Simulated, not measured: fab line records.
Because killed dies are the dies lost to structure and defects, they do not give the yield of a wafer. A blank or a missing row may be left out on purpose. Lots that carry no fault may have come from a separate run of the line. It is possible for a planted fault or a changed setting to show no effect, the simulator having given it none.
fab line records | flow nand_harc | part 1 of 2: steps 1 to 27 of 39
[record] lots = 5 | wafers = 15 | last_day = 23
route steps=1159 shown P_M0@279 P_M1@285 P_M2@318
lots untouched by any fault: they come from a run of this same line in which no faults occurred
start_h: the number of hours between the record's first day and the start of the first shown wafer of the lot | wait_h: time in hours since the lot's previous step | " identical to the entry in the row above | L1.1+2: a single row standing in for several wafers | - no value, or no start given | * or withheld: withheld | < > ~ a bound
route shown NAME@n: a module of which the file shows steps, and the number in the route of the first | usual: mean and standard deviation over wafers with no fault | same: alike in all rows | chamber/n: place in a boat | sites: the reading at each site | _std_site: how widely they spread, as a standard deviation | _edge_site: outer sites' mean less inner sites' | radius_mm: how far each site lies from the wafer's centre | mask NAME#n: copy n | behind: the most recent tool/chamber to have shaped the wafer | hold: reason for holding the lot/hours on hold/outcome of the hold | device: transistor that didn't switch, given as n, p or np | end of line: tests run on the same wafers once the route is complete | a step given without rows: its recipe and nothing more | killed: at the first sort, the dies lost to defects and structure; wafer yield is something else | map: per-die view of a wafer (x killed, . not killed, _ where there is no die)
set.NAME: the run value of the setting; set.NAME@STEP: its run value at that earlier step | model.NAME: the simulator's own value behind a step, which no gauge read
a table for each step, a row for each wafer; lots at some steps of the route
services: when a tool's chamber went out of use (start_h, in hours from the record's first day, below 0 if earlier), for how many hours, and the reason
[[steps]]
[step NHARC_P_M0_THK_MEAS_24]
[recipe] thk_meas_gauge = xrf
[usual] thk_nm = 117.6/1.3
lot.wafer | tool          | chamber | start_h | wait_h | thk_nm
L075.2    | film_metro-01 | -       | 127.80  | -      | 119.8
L075.3    | "             | -       | "       | "      | 118.5
L075.6    | "             | -       | "       | "      | 118.6
L082.2    | film_metro-01 | -       | 168.10  | -      | 115.9
L082.3    | "             | -       | "       | "      | 118.8
L082.5    | "             | -       | "       | "      | 118.3
L083.2    | film_metro-01 | -       | 178.20  | -      | 116.8
L083.4    | "             | -       | "       | "      | 117.3
L083.5    | "             | -       | "       | "      | 119.6
L090.1    | film_metro-01 | -       | 213.67  | -      | 115.6
L090.2    | "             | -       | "       | "      | 117.0
L090.6    | "             | -       | "       | "      | 116.0
L089.2    | film_metro-02 | -       | 214.41  | -      | 120.0
L089.3    | "             | -       | "       | "      | 118.2
L089.4    | "             | -       | "       | "      | 116.3
[step NHARC_P_M0_SRD_25]
lot.wafer  | tool         | chamber | start_h | wait_h
L075.6+2+3 | wet_bench-10 | 0,2,5   | 127.84  | 0.0
L082.5+2+3 | wet_bench-10 | 2,4,6   | 168.15  | 0.0
L083.2+5+4 | wet_bench-10 | 2,3,5   | 178.25  | 0.0
L090.1+6+2 | wet_bench-08 | 0,1,4   | 213.71  | 0.0
L089.3+2+4 | wet_bench-10 | 2,6,7   | 214.45  | 0.0
[step NHARC_P_M0_INSPECT_27]
[usual] raw_defect_count = 298/110
lot.wafer | tool              | chamber | start_h | wait_h | raw_defect_count
L075.2    | defect_inspect-01 | -       | 127.95  | 0.0    | 389
L075.3    | "                 | -       | "       | "      | 400
L075.6    | "                 | -       | "       | "      | 507
L082.2    | defect_inspect-02 | -       | 168.27  | 0.0    | 221
L082.3    | "                 | -       | "       | "      | 259
L082.5    | "                 | -       | "       | "      | 173
L083.2    | defect_inspect-01 | -       | 178.36  | 0.0    | 286
L083.4    | "                 | -       | "       | "      | 160
L083.5    | "                 | -       | "       | "      | 196
L090.1    | defect_inspect-02 | -       | 213.82  | 0.0    | 445
L090.2    | "                 | -       | "       | "      | 427
L090.6    | "                 | -       | "       | "      | 308
L089.2    | defect_inspect-02 | -       | 214.65  | 0.0    | 294
L089.3    | "                 | -       | "       | "      | 428
L089.4    | "                 | -       | "       | "      | 318
[step NHARC_P_M0_PRE_CLEAN_31]
[recipe] time_s = 12 | temp_c = 370 | rf_power_w = 300 | gas = NH3
[usual] heater_power_w = 615/72
lot.wafer | tool     | chamber | start_h | wait_h | heater_power_w
L075.2    | pecvd-04 | 0       | 128.02  | 0.1    | 684
L075.3    | "        | 1       | "       | "      | 720
L075.6    | "        | 1       | "       | "      | 726
L082.2    | pecvd-01 | 2       | 168.33  | 0.1    | 518
L082.3    | "        | 0       | "       | "      | 735
L082.5    | "        | 2       | "       | "      | 500
L083.2    | pecvd-01 | 0       | 178.44  | 0.1    | 628
L083.5    | "        | 2       | "       | "      | 504
L083.4    | "        | 1       | "       | "      | 601
L090.2    | pecvd-04 | 0       | 213.91  | 0.1    | 637
L090.1    | "        | 1       | "       | "      | 742
L090.6    | "        | 2       | "       | "      | 584
L089.2    | pecvd-01 | 2       | 214.71  | 0.1    | 533
L089.3    | "        | 0       | "       | "      | 669
L089.4    | "        | 1       | "       | "      | 574
[step NHARC_P_M0_DEP_32]
[recipe] target_thk_a = 300 | temp_c = 370 | target_thk_nm = 30 | pressure_torr = 3 | flow_sccm = 200 | rf_w = 450 | material = SiCN
[usual] heater_power_w = 568/71
lot.wafer | tool     | chamber | start_h | wait_h | heater_power_w
L075.2    | pecvd-04 | 0       | 128.10  | 0.1    | 603
L075.3    | "        | 1       | "       | "      | 593
L075.6    | "        | 1       | "       | "      | 589
L082.2    | pecvd-01 | 2       | 168.41  | 0.1    | 457
L082.3    | "        | 0       | "       | "      | 609
L082.5    | "        | 2       | "       | "      | 449
L083.2    | pecvd-01 | 0       | 178.55  | 0.1    | 669
L083.5    | "        | 2       | "       | "      | 494
L083.4    | "        | 1       | "       | "      | 582
L090.2    | pecvd-04 | 0       | 214.01  | 0.1    | 644
L090.1    | "        | 1       | "       | "      | 572
L090.6    | "        | 2       | "       | "      | 495
L089.2    | pecvd-01 | 2       | 214.79  | 0.1    | 425
L089.3    | "        | 0       | "       | "      | 582
L089.4    | "        | 1       | "       | "      | 577
[step NHARC_P_M1_DEP_00]
[recipe] target_thk_a = 1825 | target_thk_nm = 182.5 | temp_c = withheld | pressure_torr = 5 | flow_sccm = 200 | rf_w = 600 | material = SiOC
lot.wafer  | tool     | chamber | start_h | wait_h
L075.3+2+6 | pecvd-04 | 1,2,2   | -       | -
L082.2+3+5 | pecvd-04 | 2,0,0   | 168.83  | -
L083.2+5+4 | pecvd-02 | 2,0,2   | 179.05  | -
L090.2+1+6 | pecvd-01 | 1,2,0   | 214.38  | -
L089.3+2+4 | pecvd-02 | 1,0,0   | 215.21  | -
[step NHARC_P_M1_DEHYDRATE_01]
[recipe] temp_c = 150 | time_s = 120
lot.wafer  | tool           | chamber | start_h | wait_h
L075.2+3+6 | litho_track-06 | 0       | 128.90  | -
L082.2+3+5 | litho_track-01 | 0       | 169.37  | 0.5
L083.2+4+5 | litho_track-06 | 0       | 179.37  | -
L090.1+2+6 | litho_track-01 | 0       | 214.79  | -
L089.2+3+4 | litho_track-06 | 0       | 215.61  | -
[step NHARC_P_M1_HMDS_02]
[recipe] time_s = 30
lot.wafer  | tool           | chamber | start_h | wait_h
L075.2+3+6 | litho_track-06 | 0       | -       | -
L082.2+3+5 | litho_track-01 | 0       | -       | -
L083.2+4+5 | litho_track-06 | 0       | -       | -
L090.1+2+6 | litho_track-01 | 0       | -       | -
L089.2+3+4 | litho_track-06 | 0       | -       | -
[step NHARC_P_M1_COAT_34]
[recipe] temp_c = 200 | time_s = 65
lot.wafer  | tool           | chamber | start_h | wait_h
L075.2+3+6 | litho_track-06 | 0       | -       | -
L082.2+3+5 | litho_track-01 | 0       | -       | -
L083.2+4+5 | litho_track-06 | 0       | -       | -
L090.1+2+6 | litho_track-01 | 0       | -       | -
L089.2+3+4 | litho_track-06 | 0       | -       | -
[step NHARC_P_M1_COAT_03]
[recipe] spin_rpm = 1500 | resist_thk_nm = 90
[usual] dispense_pressure_kPa = 51.2/2.4
lot.wafer | tool           | chamber | start_h | wait_h | dispense_pressure_kPa
L075.2    | litho_track-06 | 0       | -       | -      | 53.7
L075.3    | "              | 0       | "       | "      | 53.6
L075.6    | "              | 0       | "       | "      | 53.7
L082.2    | litho_track-01 | 0       | -       | -      | 51.7
L082.3    | "              | 0       | "       | "      | 51.7
L082.5    | "              | 0       | "       | "      | 51.7
L083.2    | litho_track-06 | 0       | -       | -      | 53.7
L083.4    | "              | 0       | "       | "      | 53.7
L083.5    | "              | 0       | "       | "      | 53.7
L090.1    | litho_track-01 | 0       | -       | -      | 51.7
L090.2    | "              | 0       | "       | "      | 51.7
L090.6    | "              | 0       | "       | "      | 51.7
L089.2    | litho_track-06 | 0       | -       | -      | 53.7
L089.3    | "              | 0       | "       | "      | 53.7
L089.4    | "              | 0       | "       | "      | 53.7
[step NHARC_P_M1_SOFTBAKE_04]
[recipe] temp_c = 105 | time_s = 55
lot.wafer  | tool           | chamber | start_h | wait_h
L075.2+3+6 | litho_track-06 | 0       | -       | -
L082.2+3+5 | litho_track-01 | 0       | -       | -
L083.2+4+5 | litho_track-06 | 0       | -       | -
L090.1+2+6 | litho_track-01 | 0       | -       | -
L089.2+3+4 | litho_track-06 | 0       | -       | -
[step NHARC_P_M1_EBR_05]
lot.wafer  | tool           | chamber | start_h | wait_h
L075.2+3+6 | litho_track-06 | 0       | -       | -
L082.2+3+5 | litho_track-01 | 0       | -       | -
L083.2+4+5 | litho_track-06 | 0       | -       | -
L090.1+2+6 | litho_track-01 | 0       | -       | -
L089.2+3+4 | litho_track-06 | 0       | -       | -
[step NHARC_P_M1_EXPOSE_06]
[recipe] na = 1.35 | target_cd_nm = 130 | dose_mj = 81.88 | mask_id = P_M1
[usual] focus_offset_nm = 0.1/0.5
[same] na = 1.35
lot.wafer | tool            | chamber | start_h | wait_h | mask   | focus_offset_nm
L075.2    | arfi_scanner-02 | 0       | 129.19  | -      | P_M1#0 | -0.3
L075.3    | "               | 0       | "       | "      | P_M1#0 | 0.0
L075.6    | "               | 0       | "       | "      | P_M1#0 | -0.9
L082.2    | arfi_scanner-03 | 0       | 169.54  | -      | P_M1#0 | -0.1
L082.3    | "               | 0       | "       | "      | P_M1#0 | -0.5
L082.5    | "               | 0       | "       | "      | P_M1#0 | -0.7
L083.2    | arfi_scanner-02 | 0       | 179.66  | -      | P_M1#0 | 1.6
L083.4    | "               | 0       | "       | "      | P_M1#0 | 1.2
L083.5    | "               | 0       | "       | "      | P_M1#0 | 0.6
L090.1    | arfi_scanner-01 | 0       | 214.95  | -      | P_M1#0 | 0.0
L090.2    | "               | 0       | "       | "      | P_M1#0 | 0.4
L090.6    | "               | 0       | "       | "      | P_M1#0 | 0.6
L089.2    | arfi_scanner-03 | 0       | 215.90  | -      | P_M1#0 | 0.1
L089.3    | "               | 0       | "       | "      | P_M1#0 | 0.0
L089.4    | "               | 0       | "       | "      | P_M1#0 | -0.4
[step NHARC_P_M1_PEB_07]
[recipe] peb_temp_c = 100 | peb_time_s = 65
[same] peb_time_s = 65
lot.wafer  | tool           | chamber | start_h | wait_h
L075.2+3+6 | litho_track-01 | 0       | 129.25  | 0.1
L082.2+3+5 | litho_track-04 | 0       | 169.60  | 0.1
L083.2+4+5 | litho_track-01 | 0       | 179.72  | 0.1
L090.1+2+6 | litho_track-06 | 0       | 215.01  | 0.1
L089.2+3+4 | litho_track-01 | 0       | 215.96  | 0.1
[step NHARC_P_M1_DEVELOP_08]
[recipe] develop_time_s = 35 | dev_temp_c = 23
lot.wafer  | tool           | chamber | start_h | wait_h
L075.2+3+6 | litho_track-01 | 0       | -       | -
L082.2+3+5 | litho_track-04 | 0       | -       | -
L083.2+4+5 | litho_track-01 | 0       | -       | -
L090.1+2+6 | litho_track-06 | 0       | -       | -
L089.2+3+4 | litho_track-01 | 0       | -       | -
[step NHARC_P_M1_CD_MEAS_09]
[recipe] target_cd_nm = 130 | landing_energy_ev = 500
[usual] cd_nm = 129.8/0.61
lot.wafer | tool      | chamber | start_h | wait_h | cd_nm
L075.2    | cd_sem-03 | 0       | 129.33  | -      | 130.8
L075.3    | "         | 0       | "       | "      | 129.4
L075.6    | "         | 0       | "       | "      | 130.4
L082.2    | cd_sem-02 | 0       | 169.68  | -      | 130.1
L082.3    | "         | 0       | "       | "      | 129.9
L082.5    | "         | 0       | "       | "      | 130.0
L083.2    | cd_sem-03 | 0       | 179.80  | -      | 129.2
L083.4    | "         | 0       | "       | "      | 129.4
L083.5    | "         | 0       | "       | "      | 130.0
L090.1    | cd_sem-03 | 0       | 215.09  | -      | 129.3
L090.2    | "         | 0       | "       | "      | 129.4
L090.6    | "         | 0       | "       | "      | 129.4
L089.2    | cd_sem-02 | 0       | 216.04  | -      | 128.6
L089.3    | "         | 0       | "       | "      | 129.7
L089.4    | "         | 0       | "       | "      | 128.7
[step NHARC_P_M1_OVL_MEAS_10]
[recipe] pitch_nm = 260
[usual] overlay_x_nm = 0.0/0.8 | overlay_y_nm = 0.0/0.76
lot.wafer | tool       | chamber | start_h | wait_h | overlay_x_nm | overlay_y_nm
L075.2    | overlay-02 | -       | 129.42  | -      | -0.3         | 0.5
L075.3    | "          | -       | "       | "      | 0.2          | 0.6
L075.6    | "          | -       | "       | "      | 0.2          | 0.4
L082.2    | overlay-01 | -       | 169.77  | -      | -0.6         | 1.1
L082.3    | "          | -       | "       | "      | -0.5         | 1.2
L082.5    | "          | -       | "       | "      | -0.9         | 0.6
L083.2    | overlay-01 | -       | 179.89  | -      | -0.3         | 0.9
L083.4    | "          | -       | "       | "      | -0.5         | 1.1
L083.5    | "          | -       | "       | "      | -1.2         | 0.6
L090.1    | overlay-01 | -       | 215.18  | -      | 0.2          | -0.5
L090.2    | "          | -       | "       | "      | -0.1         | -0.8
L090.6    | "          | -       | "       | "      | 0.8          | -1.2
L089.2    | overlay-02 | -       | 216.13  | -      | 1.1          | 0.8
L089.3    | "          | -       | "       | "      | 0.9          | 0.5
L089.4    | "          | -       | "       | "      | 0.6          | 0.7
[step NHARC_P_M1_INSPECT_11]
[usual] raw_defect_count = 4.1/2.6
lot.wafer | tool              | chamber | start_h | wait_h | raw_defect_count
L075.2    | defect_inspect-02 | -       | 129.45  | 0.0    | 7
L075.3    | "                 | -       | "       | "      | 5
L075.6    | "                 | -       | "       | "      | 4
L082.2    | defect_inspect-02 | -       | 169.82  | 0.1    | 3
L082.3    | "                 | -       | "       | "      | 4
L082.5    | "                 | -       | "       | "      | 3
L083.2    | defect_inspect-02 | -       | 179.92  | 0.0    | 6
L083.4    | "                 | -       | "       | "      | 4
L083.5    | "                 | -       | "       | "      | 6
L090.1    | defect_inspect-01 | -       | 215.22  | 0.0    | 6
L090.2    | "                 | -       | "       | "      | 6
L090.6    | "                 | -       | "       | "      | 8
L089.2    | defect_inspect-01 | -       | 216.16  | 0.0    | 7
L089.3    | "                 | -       | "       | "      | 4
L089.4    | "                 | -       | "       | "      | 3
[step NHARC_P_M1_DESCUM_14]
[recipe] time_s = 3 | o2_flow_sccm = 200 | ar_flow_sccm = 0 | bias_power_w = 0 | chemistry = O2
[usual] drypump_motor_current_A = 5.7/0.4 | oes_product_au = 1.002/0.012 | rf_vpp_V = 58.0/0.87 | showerhead_plenum_p_Torr = 1.98/0.085 | throttle_valve_pct = 11.310/0.0093
lot.wafer | tool        | chamber | start_h | wait_h | drypump_motor_current_A | oes_product_au | rf_hours_counter_h | rf_vpp_V | showerhead_plenum_p_Torr | throttle_valve_pct
L075.2    | rie_diel-09 | 2       | 129.51  | 0.1    | 5.0                     | 0.999          | 2                  | 58.1     | 1.96                     | 11.311
L075.3    | "           | 1       | "       | "      | 5.9                     | 0.987          | 2                  | 57.3     | 1.95                     | 11.321
L075.6    | "           | 3       | "       | "      | 5.6                     | 1.005          | -                  | 57.9     | 2.06                     | 11.294
L082.2    | rie_diel-12 | 2       | 169.88  | 0.1    | 5.8                     | 1.008          | 9                  | 58.5     | 2.02                     | 11.316
L082.3    | "           | 3       | "       | "      | 6.2                     | 1.007          | 9                  | 57.9     | 2.03                     | 11.309
L082.5    | "           | 2       | "       | "      | 5.8                     | 0.994          | -                  | 58.2     | 2.02                     | 11.313
L083.2    | rie_diel-12 | 3       | 179.99  | 0.1    | 6.2                     | 1.009          | 10                 | 57.9     | 2.03                     | 11.312
L083.4    | "           | 0       | "       | "      | 5.5                     | 0.998          | 9                  | 58.2     | 2.02                     | 11.308
L083.5    | "           | 2       | "       | "      | 5.8                     | 1.010          | -                  | 58.3     | 2.02                     | 11.314
L090.2    | rie_diel-12 | 2       | 215.28  | 0.1    | 5.8                     | 1.016          | 0                  | 59.0     | 2.02                     | 11.302
L090.1    | "           | 3       | "       | "      | 6.2                     | 1.001          | 0                  | 57.6     | 2.03                     | 11.301
L090.6    | "           | 3       | "       | "      | 6.2                     | 0.997          | -                  | 57.4     | 2.03                     | 11.311
L089.3    | rie_diel-12 | 2       | 216.23  | 0.1    | 5.8                     | 1.020          | 0                  | 56.7     | 2.02                     | 11.302
L089.2    | "           | 0       | "       | "      | 5.5                     | 0.989          | 0                  | 56.9     | 2.02                     | 11.297
L089.4    | "           | 1       | "       | "      | 5.3                     | 1.017          | 0                  | 57.1     | 1.79                     | 11.312
[step NHARC_P_M1_ETCH_35]
[recipe] target_depth_a = 400 | overetch_a = 120 | time_s = 43.94 | ion_energy_ev = 200 | n2_flow_sccm = 150 | h2_flow_sccm = 150 | ar_flow_sccm = 0 | rf_w = 400 | bias_w = 150 | chemistry = N2/H2
[usual] drypump_motor_current_A = 5.7/0.41 | h2_flow_sccm = 150.0/0.44 | oes_product_au = 1.001/0.011 | rf_vpp_V = 432.4/2.8 | showerhead_plenum_p_Torr = 2.11/0.098 | throttle_valve_pct = 14.172/0.0089
lot.wafer | tool        | chamber | start_h | wait_h | drypump_motor_current_A | h2_flow_sccm | oes_product_au | rf_hours_counter_h | rf_vpp_V | showerhead_plenum_p_Torr | throttle_valve_pct
L075.2    | rie_diel-09 | 3       | 129.61  | 0.1    | 5.5                     | 150.6        | 1.006          | 3                  | 434.8    | 2.20                     | 14.172
L075.3    | "           | 0       | "       | "      | 5.3                     | 150.2        | 0.992          | 3                  | 432.4    | 2.14                     | 14.171
L075.6    | "           | 1       | "       | "      | 5.9                     | 150.3        | 0.985          | -                  | 431.7    | 2.08                     | 14.154
L082.3    | rie_diel-12 | 1       | 169.96  | 0.1    | 5.3                     | 149.9        | 1.003          | 9                  | 427.0    | 1.90                     | 14.179
L082.2    | "           | 3       | "       | "      | 6.2                     | 149.2        | 0.997          | 9                  | 433.1    | 2.17                     | 14.166
L082.5    | "           | 2       | "       | "      | 5.8                     | 150.2        | 1.009          | -                  | 432.4    | 2.16                     | 14.179
L083.2    | rie_diel-12 | 3       | 180.07  | 0.1    | 6.2                     | 149.4        | 1.010          | 10                 | 435.5    | 2.17                     | 14.157
L083.4    | "           | 2       | "       | "      | 5.8                     | 150.1        | 0.995          | 10                 | 432.9    | 2.16                     | 14.172
L083.5    | "           | 3       | "       | "      | 6.2                     | 149.4        | 1.016          | -                  | 433.5    | 2.17                     | 14.169
L090.1    | rie_diel-12 | 1       | 215.36  | 0.1    | 5.3                     | 149.4        | 1.012          | 0                  | 428.2    | 1.90                     | 14.157
L090.2    | "           | 2       | "       | "      | 5.8                     | 150.4        | 1.017          | 0                  | 434.0    | 2.16                     | 14.173
L090.6    | "           | 1       | "       | "      | 5.3                     | 149.4        | 1.016          | -                  | 425.8    | 1.90                     | 14.179
L089.4    | rie_diel-12 | 2       | 216.31  | 0.1    | 5.8                     | 149.9        | 1.020          | 0                  | 433.6    | 2.16                     | 14.154
L089.2    | "           | 3       | "       | "      | 6.2                     | 150.5        | 1.001          | 0                  | 433.6    | 2.17                     | 14.156
L089.3    | "           | 1       | "       | "      | 5.3                     | 150.1        | 1.005          | 0                  | 426.3    | 1.90                     | 14.173
[step NHARC_P_M1_ETCH_15]
[recipe] target_depth_a = 1825 | time_s = 91.2 | c4f8_flow_sccm = withheld | ar_flow_sccm = 400 | rf_w = 600 | bias_w = 300 | chemistry = C4F8/Ar
[usual] oes_product_au = 0.955/0.025 | rf_vpp_V = 443/3.2
lot.wafer | tool        | chamber | start_h | wait_h | oes_product_au | rf_hours_counter_h | rf_vpp_V
L075.2    | rie_diel-09 | 3       | -       | -      | 0.971          | 3                  | 445
L075.3    | "           | 1       | "       | "      | 0.961          | 2                  | 442
L075.6    | "           | 2       | "       | "      | 0.955          | -                  | 443
L082.3    | rie_diel-12 | 0       | -       | -      | 0.976          | 9                  | 443
L082.2    | "           | 1       | "       | "      | 0.983          | 9                  | 437
L082.5    | "           | 3       | "       | "      | 0.962          | -                  | 446
L083.4    | rie_diel-12 | 1       | -       | -      | 1.000          | 9                  | 437
L083.2    | "           | 3       | "       | "      | 0.973          | 10                 | 444
L083.5    | "           | 1       | "       | "      | 0.993          | -                  | 436
L090.2    | rie_diel-12 | 1       | -       | -      | 0.994          | 0                  | 435
L090.1    | "           | 2       | "       | "      | 0.983          | 0                  | 443
L090.6    | "           | 0       | "       | "      | 0.973          | -                  | 444
L089.2    | rie_diel-12 | 3       | -       | -      | 0.961          | 0                  | 446
L089.3    | "           | 1       | "       | "      | 0.991          | 0                  | 437
L089.4    | "           | 2       | "       | "      | 0.987          | 0                  | 445
[step NHARC_P_M1_CD_MEAS_16]
[usual] cd_nm = 129.6/0.91
lot.wafer | tool      | chamber | start_h | wait_h | cd_nm
L075.2    | cd_sem-01 | -       | 129.82  | -      | 131.4
L075.3    | "         | -       | "       | "      | 128.9
L075.6    | "         | -       | "       | "      | 130.2
L082.2    | cd_sem-02 | -       | 170.20  | -      | 130.9
L082.3    | "         | -       | "       | "      | 129.3
L082.5    | "         | -       | "       | "      | 130.5
L083.2    | cd_sem-03 | -       | 180.29  | -      | 128.6
L083.4    | "         | -       | "       | "      | 128.6
L083.5    | "         | -       | "       | "      | 130.7
L090.1    | cd_sem-01 | -       | 215.58  | -      | 129.6
L090.2    | "         | -       | "       | "      | 129.7
L090.6    | "         | -       | "       | "      | 129.7
L089.2    | cd_sem-01 | -       | 216.53  | -      | 128.2
L089.3    | "         | -       | "       | "      | 130.4
L089.4    | "         | -       | "       | "      | 129.2
[step NHARC_P_M1_STRIP_18]
[recipe] power_w = 1000 | n2_flow_sccm = 150 | h2_flow_sccm = 150 | ar_flow_sccm = 0 | bias_w = 0 | chemistry = N2/H2
[usual] drypump_motor_current_A = 5.8/0.46 | h2_flow_sccm = 150.0/0.48 | oes_product_au = 0.998/0.011 | rf_vpp_V = 91.0/1 | showerhead_plenum_p_Torr = 2.12/0.092 | throttle_valve_pct = 14.172/0.0084
lot.wafer | tool        | chamber | start_h | wait_h | drypump_motor_current_A | h2_flow_sccm | oes_product_au | rf_hours_counter_h | rf_vpp_V | showerhead_plenum_p_Torr | throttle_valve_pct
L075.3    | rie_diel-06 | 1       | 129.89  | 0.1    | 5.4                     | 150.9        | 1.001          | 1                  | 92.9     | 2.18                     | 14.167
L075.2    | "           | 2       | "       | "      | 6.2                     | 150.5        | 0.998          | 1                  | 92.0     | 2.16                     | 14.169
L075.6    | "           | 2       | "       | "      | 6.2                     | 150.7        | 1.003          | -                  | 91.4     | 2.16                     | 14.173
L082.3    | rie_diel-06 | 2       | 170.29  | 0.1    | 6.2                     | 150.0        | 0.997          | 2                  | 90.7     | 2.16                     | 14.175
L082.2    | "           | 0       | "       | "      | 6.6                     | 149.6        | 1.003          | 2                  | 90.1     | 1.93                     | 14.168
L082.5    | "           | 1       | "       | "      | 5.4                     | 150.0        | 1.006          | -                  | 91.4     | 2.18                     | 14.165
L083.4    | rie_diel-12 | 3       | 180.36  | 0.1    | 6.2                     | 149.6        | 1.011          | 10                 | 91.1     | 2.17                     | 14.173
L083.2    | "           | 1       | "       | "      | 5.3                     | 149.9        | 1.009          | 9                  | 88.6     | 1.90                     | 14.184
L083.5    | "           | 0       | "       | "      | 5.5                     | 150.9        | 0.996          | -                  | 91.3     | 2.16                     | 14.177
L090.2    | rie_diel-06 | 1       | 215.66  | 0.1    | 5.4                     | 148.9        | 0.994          | 3                  | 91.4     | 2.18                     | 14.153
L090.1    | "           | 2       | "       | "      | 6.2                     | 150.3        | 0.997          | 3                  | 91.6     | 2.16                     | 14.163
L090.6    | "           | 2       | "       | "      | 6.2                     | 150.4        | 0.990          | -                  | 91.5     | 2.16                     | 14.158
L089.3    | rie_diel-06 | 0       | 216.63  | 0.1    | 6.7                     | 150.4        | 1.000          | 4                  | 89.1     | 1.93                     | 14.181
L089.4    | "           | 1       | "       | "      | 5.4                     | 150.0        | 0.991          | 4                  | 92.2     | 2.18                     | 14.167
L089.2    | "           | 2       | "       | "      | 6.2                     | 149.3        | 0.984          | 3                  | 92.3     | 2.16                     | 14.149
[step NHARC_P_M1_ETCH_28]
[recipe] target_depth_a = 300 | over_etch_frac = 0.3 | time_s = 72.99 | ion_energy_ev = 150 | cf4_flow_sccm = 50 | n2_flow_sccm = 100 | ar_flow_sccm = 150 | rf_w = 300 | bias_w = 100 | chemistry = CF4/N2
[usual] drypump_motor_current_A = 5.8/0.5 | oes_product_au = 0.999/0.011 | rf_vpp_V = 315.4/2.3 | showerhead_plenum_p_Torr = 2.70/0.12 | throttle_valve_pct = 19.794/0.0084
lot.wafer | tool        | chamber | start_h | wait_h | drypump_motor_current_A | oes_product_au | rf_hours_counter_h | rf_vpp_V | showerhead_plenum_p_Torr | throttle_valve_pct
L075.3    | rie_diel-06 | 3       | -       | -      | 6.2                     | 0.981          | 1                  | 317.4    | 2.81                     | 19.789
L075.2    | "           | 1       | "       | "      | 5.4                     | 0.994          | 1                  | 317.2    | 2.79                     | 19.789
L075.6    | "           | 0       | "       | "      | 6.7                     | 0.995          | -                  | 311.6    | 2.49                     | 19.785
L082.3    | rie_diel-06 | 3       | -       | -      | 6.1                     | 0.984          | 2                  | 317.2    | 2.81                     | 19.796
L082.2    | "           | 0       | "       | "      | 6.6                     | 1.001          | 2                  | 311.9    | 2.49                     | 19.786
L082.5    | "           | 0       | "       | "      | 6.6                     | 1.019          | -                  | 310.6    | 2.49                     | 19.788
L083.4    | rie_diel-12 | 1       | -       | -      | 5.3                     | 1.001          | 9                  | 311.0    | 2.46                     | 19.779
L083.2    | "           | 2       | "       | "      | 5.8                     | 1.005          | 10                 | 316.9    | 2.77                     | 19.778
L083.5    | "           | 0       | "       | "      | 5.5                     | 0.994          | -                  | 316.7    | 2.77                     | 19.789
L090.1    | rie_diel-06 | 2       | -       | -      | 6.2                     | 0.993          | 3                  | 315.8    | 2.77                     | 19.795
L090.2    | "           | 3       | "       | "      | 6.2                     | 0.993          | 4                  | 316.9    | 2.81                     | 19.800
L090.6    | "           | 2       | "       | "      | 6.2                     | 0.995          | -                  | 315.9    | 2.77                     | 19.790
L089.3    | rie_diel-06 | 1       | -       | -      | 5.4                     | 1.001          | 4                  | 316.4    | 2.79                     | 19.791
L089.2    | "           | 2       | "       | "      | 6.2                     | 0.989          | 3                  | 317.7    | 2.77                     | 19.793
L089.4    | "           | 3       | "       | "      | 6.1                     | 0.988          | 4                  | 318.5    | 2.81                     | 19.803
[step NHARC_P_M1_STRIP_19]
[recipe] time_s = 600 | temp_c = 30 | chemistry = post_etch_residue_remover
lot.wafer  | tool         | chamber | start_h | wait_h
L075.6+2+3 | wet_bench-10 | 1,4,5   | 130.27  | -
L082.5+3+2 | wet_bench-10 | 0,2,3   | 170.65  | -
L083.2+4+5 | wet_bench-08 | 6,2,3   | 180.73  | -
L090.1+6+2 | wet_bench-10 | 2,3,5   | 216.02  | -
L089.2+3+4 | wet_bench-10 | 4,5,7   | 216.97  | -
[step NHARC_P_M1_DEGAS_29]
[recipe] temp_c = 250 | time_s = 60
[usual] heater_power_w = 336/20
lot.wafer | tool           | chamber | start_h | wait_h | heater_power_w
L075.3    | pvd_sputter-03 | -       | 130.55  | -      | 318
L075.2    | "              | -       | "       | "      | 322
L075.6    | "              | -       | "       | "      | 345
L082.2    | pvd_sputter-03 | -       | 170.92  | -      | 349
L082.3    | "              | -       | "       | "      | 310
L082.5    | "              | -       | "       | "      | 320
L083.2    | pvd_sputter-02 | -       | 181.00  | -      | 352
L083.4    | "              | -       | "       | "      | 335
L083.5    | "              | -       | "       | "      | 330
L090.1    | pvd_sputter-01 | -       | 216.43  | -      | 393
L090.2    | "              | -       | "       | "      | 348
L090.6    | "              | -       | "       | "      | 304
L089.3    | pvd_sputter-03 | -       | 217.36  | -      | 311
L089.2    | "              | -       | "       | "      | 315
L089.4    | "              | -       | "       | "      | 344
[step NHARC_P_M1_PRE_CLEAN_30]
[recipe] time_s = 30 | temp_c = 280 | gas = H2/He
[usual] heater_power_w = 414/24
lot.wafer | tool           | chamber | start_h | wait_h | heater_power_w
L075.3    | pvd_sputter-03 | -       | -       | -      | 416
L075.2    | "              | -       | "       | "      | 378
L075.6    | "              | -       | "       | "      | 401
L082.3    | pvd_sputter-03 | -       | -       | -      | 402
L082.2    | "              | -       | "       | "      | 391
L082.5    | "              | -       | "       | "      | 395
L083.4    | pvd_sputter-02 | -       | -       | -      | 437
L083.2    | "              | -       | "       | "      | 406
L083.5    | "              | -       | "       | "      | 449
L090.2    | pvd_sputter-01 | -       | -       | -      | 432
L090.1    | "              | -       | "       | "      | 478
L090.6    | "              | -       | "       | "      | 428
L089.3    | pvd_sputter-03 | -       | -       | -      | 401
L089.4    | "              | -       | "       | "      | 416
L089.2    | "              | -       | "       | "      | 383
